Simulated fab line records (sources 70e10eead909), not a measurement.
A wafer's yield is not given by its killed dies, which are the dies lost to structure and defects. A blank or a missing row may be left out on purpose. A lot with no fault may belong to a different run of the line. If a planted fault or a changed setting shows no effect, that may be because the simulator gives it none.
A struck lot beside a sound one | flow nandHarc | 13 steps out of a route of 1159
Sound: wafers L131.2, L131.4, L131.6. Wafers L126.1, L126.3, L126.6 were the ones struck. The cause comes at the end.
For every step that has rows: the tool of each side, followed by ch and its chambers, followed by its first start. Under that, the readings that differ: sound wafers | struck wafers | difference of the means | sigmas: that difference in standard deviations of wafers without a fault.
alike: same words and numbers on both sides, and readings whose means sit less than 2 such deviations apart. not compared: any withheld reading, any reading some wafer has no value for, any bound like >300 that may hide the same value, and any number with overlapping values for which the record gives no deviation.
A row with sigmas, a row that says differs or no value, or rows on one side alone: a step with any of these is where the two part. When numbers do not overlap yet have no deviation, they are printed without sigmas and do not part them. A reading that every wafer of one side lacks parts them only if that side has two wafers or more.

NHARC_THIN_TSV_CMP_21: polishes, t overpolish 30 s, target thk 2000 nm.
  sound on cmp-01 ch 1,2,3, day 22 17:44; struck on cmp-01 ch 1,2,3, day 21 20:20
  alike: motorCurrentA, overpolishRunS
next, for these wafers, 1 step has no rows: NHARC_THIN_TSV_SRD_23.
NHARC_THIN_TSV_DEGAS_53: time 60 s.
  struck on pvdSputter-01, day 21 20:45; sound on pvdSputter-03, day 22 18:11
  alike: heaterPowerW
NHARC_THIN_TSV_PRE_CLEAN_54: time 30 s.
  struck on pvdSputter-01, day 21 20:49; sound on pvdSputter-03, day 22 18:14
  alike: heaterPowerW
then, 7 steps without rows for these wafers: NHARC_THIN_TSV_PVD_55 (deposits TiN, target thk 50 nm); NHARC_THIN_TSV_PVD_24 (deposits Al, target thk 800 nm); NHARC_THIN_TSV_DEHYDRATE_25 (time 120 s); NHARC_THIN_TSV_HMDS_26 (time 30 s); NHARC_THIN_TSV_COAT_27; NHARC_THIN_TSV_SOFTBAKE_28 (time 95 s); NHARC_THIN_TSV_EBR_29.
NHARC_THIN_TSV_EXPOSE_30: exposes mask PAD.
  sound on krfScanner-04 ch 0, day 22 19:10; struck on krfScanner-01, day 21 21:44
  no value came back on the struck wafers for exposureDoseMJCm2, focusOffsetNm (nm), stageVelMmS (mm/s); on the sound wafers exposureDoseMJCm2 reads 11.455 11.476 11.464
  alike: mask
then, 1 step without rows for these wafers: NHARC_THIN_TSV_PEB_31 (peb time 85 s).

WHERE THEY PART
Only at NHARC_THIN_TSV_EXPOSE_30, as far as this record shows.

WHY: what the simulator had put in
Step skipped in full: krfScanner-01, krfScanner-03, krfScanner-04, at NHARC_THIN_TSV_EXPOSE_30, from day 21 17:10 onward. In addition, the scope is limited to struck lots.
